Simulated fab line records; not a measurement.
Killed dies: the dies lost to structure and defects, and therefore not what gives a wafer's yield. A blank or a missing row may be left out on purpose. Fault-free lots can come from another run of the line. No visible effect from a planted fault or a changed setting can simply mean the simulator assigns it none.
A lot that was struck, set against a sound lot ; flow nand_harc ; 14 out of 1302 route steps
Sound: the wafers L467.1, L467.2, L467.5. Wafers L461.1, L461.4, L461.6 were the ones struck. At the end, the cause is stated.
For every step that has rows: the tool of each side, followed by ch and its chambers, followed by its first start. Under that, the readings that differ: sound wafers ; struck wafers ; difference of the means ; sigmas: that difference in standard deviations of wafers without a fault.
alike: readings with means less than 2 such deviations apart, plus words and numbers identical on both sides. not compared: withheld readings, readings lacking a value on some wafer, bounds such as >300 that could conceal the same value, and numbers that have no deviation in the record and whose values overlap.
A row with sigmas, a row that says differs or no value, or rows on one side alone: a step with any of these is where the two part. Numbers that have no deviation but don't overlap get no sigmas and don't part them. A reading missing from all wafers of one side parts the sides only when that side holds two or more wafers.

NHARC_A_M1_PRE_CLEAN_32: time 12 s.
  sound on pecvd-04 ch 0,1,2, day 30 15:40; struck on pecvd-02 ch 0,1,2, day 28 22:56
  alike: heater_power_w
NHARC_A_M1_DEP_33: deposits SiCN, target thk 30 nm.
  sound on pecvd-04 ch 0,1,2, day 30 15:44; struck on pecvd-02 ch 0,1,2, day 28 23:04
  alike: heater_power_w, showerhead_vpp_V
NHARC_A_BONDPAD_DEP_00: deposits SiCN, target thk 250 nm.
  sound on pecvd-04 ch 0,1,2; struck on pecvd-01 ch 2, day 28 23:36
reading;sound;struck;difference;sigmas
heater_power_w (W);413 630 571;699 734 760;+193;+2
  alike: showerhead_vpp_V
NHARC_A_BONDPAD_CMP_29: polishes SiCN, target thk 200 nm.
  sound on cmp-03 ch 0,1,2, day 30 16:42; struck on cmp-02 ch 1,2,3, day 29 00:06
  alike: motor_current_A
NHARC_A_BONDPAD_THK_MEAS_30: measures by ellipsometry.
  struck on film_metro-02, day 29 00:19; sound on film_metro-01, day 30 16:57
  alike: thk_nm
then, 7 steps without rows for these wafers: NHARC_A_BONDPAD_SRD_31; NHARC_A_BONDPAD_DEHYDRATE_01 (time 120 s); NHARC_A_BONDPAD_HMDS_02 (time 30 s); NHARC_A_BONDPAD_COAT_33 (time 65 s); NHARC_A_BONDPAD_COAT_03 (resist thk 600 nm); NHARC_A_BONDPAD_SOFTBAKE_04 (time 70 s); NHARC_A_BONDPAD_EBR_05.
NHARC_A_BONDPAD_EXPOSE_06: exposes mask A BPAD.
  sound on krf_scanner-04 ch 0, day 30 17:22; struck on krf_scanner-04, day 29 00:37
  no value came back on the struck wafers for exposure_dose_mJ_cm2, focus_offset_nm (nm); on the sound wafers exposure_dose_mJ_cm2 reads 37.02 37.01 37.07
  alike: mask
then, 1 step without rows for these wafers: NHARC_A_BONDPAD_PEB_07 (peb time 80 s).

## WHERE THEY PART
At NHARC_A_BONDPAD_DEP_00 first; at NHARC_A_BONDPAD_EXPOSE_06 last (within this record only).

WHY: whatever the simulator had introduced
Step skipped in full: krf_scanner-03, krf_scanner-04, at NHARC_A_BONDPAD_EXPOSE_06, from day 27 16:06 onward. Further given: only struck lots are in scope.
